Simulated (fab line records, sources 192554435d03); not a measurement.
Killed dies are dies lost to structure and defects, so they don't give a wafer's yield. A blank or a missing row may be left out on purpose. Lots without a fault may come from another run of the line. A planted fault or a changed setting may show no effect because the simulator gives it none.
Chamber matching | flow n5_finfet | N5_DUMMY_GATE_ALD_02 on ald_sin-01: 4 sister chambers
The step deposits SiO2, target thk 2 nm, pulse time 1 s. 4 wafers are shown with their chamber, then 8 later ones without.

WAFERS WITH THEIR CHAMBER
wafer  | chamber | heater_power_w (W)
L083.1 | 0       | 426
L088.1 | 3       | 493
L088.2 | 2       | 595
L090.2 | 1       | 501

WAFERS WITHOUT THEIR CHAMBER
wafer  | heater_power_w (W)
L090.3 | 588
L090.4 | 426
L091.1 | 565
L091.2 | 485
L091.3 | 423
L091.4 | 604
L091.5 | 505
L091.6 | 433

WHICH CHAMBER EACH WENT THROUGH
wafer  | from the rows above     | in truth
L090.3 | 2                       | 2
L090.4 | 0                       | 0
L091.1 | 2                       | 2
L091.2 | can't be placed: 3 or 1 | 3
L091.3 | 0                       | 0
L091.4 | 2                       | 2
L091.5 | can't be placed: 1 or 3 | 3
L091.6 | 0                       | 0
Placed correctly: 6 of 8. Can't be placed from these rows: 2 (the true chamber is among the candidates in 2). Placed wrongly: 0.
How it was worked out, from the rows above alone: a wafer's distance from a chamber is the root of the sum, over the readings, of the square of ((its reading less the chamber's mean) divided by the reading's scatter). The wafer belongs to the nearest chamber; if the next one is less than 2 further off, it can't be placed. A chamber's mean is the mean of its shown wafers. The scatter: with one shown wafer a chamber, the root of the mean of the squares of how far each hidden wafer lies from its nearest shown one.
